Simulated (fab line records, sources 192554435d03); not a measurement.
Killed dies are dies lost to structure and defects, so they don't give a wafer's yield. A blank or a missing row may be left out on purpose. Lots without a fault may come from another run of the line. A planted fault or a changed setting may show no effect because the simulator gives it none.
Which tool did it? | flow n5_finfet | 7 lots, 21 wafers sampled, at 4 steps of a route of 1938

WHAT THE GAUGES READ, wafer by wafer
N5_BEOL_M8_OCD_MEAS_38.
lot  | measured     | on     | trench_depth_nm (nm)
L649 | day 11 09:49 | ocd-02 | 92.4 93.6 91.9
L651 | day 11 17:09 | ocd-01 | 93.5 93.5 92.9
L652 | day 12 18:06 | ocd-01 | 93.6 93.4 96.1
L655 | day 13 04:29 | ocd-01 | 96.9 130.6 93.3
L662 | day 15 00:19 | ocd-02 | 92.9 94.4 93.7
L664 | day 15 06:24 | ocd-02 | 93.1 92.8 94.7
L665 | day 15 13:04 | ocd-02 | 93.1 93.8 92.3

WHICH TOOL RAN EACH LOT (tool, then ch and the chambers of the sampled wafers, then the start)
lot  | N5_BEOL_M8_ETCH_62                 | N5_BEOL_M8_ETCH_72                 | N5_BEOL_M8_TRENCH_ETCH_37
L649 | rie_diel-05 ch 0,1,3, day 11 05:59 | rie_diel-06 ch 0,1,2, day 11 09:25 | rie_diel-06 ch 0,1,2, day 11 09:39
L651 | rie_diel-06 ch 0,2, day 11 15:47   | rie_diel-05 ch 1,3, day 11 16:45   | rie_diel-05 ch 1,3, day 11 16:59
L652 | rie_diel-06 ch 1,2, day 12 15:52   | rie_diel-06 ch 0,1,3, day 12 17:43 | rie_diel-06 ch 0,1,3, day 12 17:57
L655 | rie_diel-04 ch 0,1,2, day 13 01:04 | rie_diel-06 ch 0,1,3, day 13 04:05 | rie_diel-06 ch 0,1,3, day 13 04:20
L662 | rie_diel-04 ch 0,1,2, day 14 19:13 | rie_diel-04 ch 0,2,3, day 14 23:55 | rie_diel-04 ch 0,2,3, day 15 00:09
L664 | rie_diel-04 ch 1,2, day 15 04:21   | rie_diel-04 ch 0,1,3, day 15 06:00 | rie_diel-04 ch 0,1,3, day 15 06:14
L665 | rie_diel-05 ch 1,3, day 15 11:43   | rie_diel-05 ch 1,3, day 15 12:40   | rie_diel-05 ch 1,3, day 15 12:55
- N5_BEOL_M8_ETCH_62: etches SOC in N2/H2, target depth 110 nm, overetch 22 nm, time 165 s.
- N5_BEOL_M8_ETCH_72: etches underlayer in N2/H2, target depth 6.5 nm, time 5.2 s.
- N5_BEOL_M8_TRENCH_ETCH_37: etches SiCOH lowk in C4F6/O2, target depth 93.478 nm, time 31.2 s.

THE ANSWER, worked out from the rows above alone
Rule: what is usual is taken from the lots themselves. Put in order of their means at a reading, lots are off if they are a third of the lots or fewer, leave a main group of 4 or more, and stand apart from it by a gap of 3 or more times the standard deviation of the main group's means; of several such gaps the widest counts. A main group whose means are all the same, to the digits that the tables above print for the reading, isn't used. A lot without any number at a reading at which 4 lots or more have one is off too. The other lots that the step has rows for count as sound.
Off: L655, at N5_BEOL_M8_OCD_MEAS_38 (trench_depth_nm). The main group: mean 93.4 nm, standard deviation 0.54.
A tool fits if, at a process step before that reading, it ran every lot that is off, and no sound lot after the first of them. The gauges at N5_BEOL_M8_OCD_MEAS_38 are tried like those tools. Can't be told from this: 2 tools fit, rie_diel-06 at N5_BEOL_M8_ETCH_72 and N5_BEOL_M8_TRENCH_ETCH_37, ocd-01 at N5_BEOL_M8_OCD_MEAS_38.

WHAT THE SIMULATOR HAD PUT IN
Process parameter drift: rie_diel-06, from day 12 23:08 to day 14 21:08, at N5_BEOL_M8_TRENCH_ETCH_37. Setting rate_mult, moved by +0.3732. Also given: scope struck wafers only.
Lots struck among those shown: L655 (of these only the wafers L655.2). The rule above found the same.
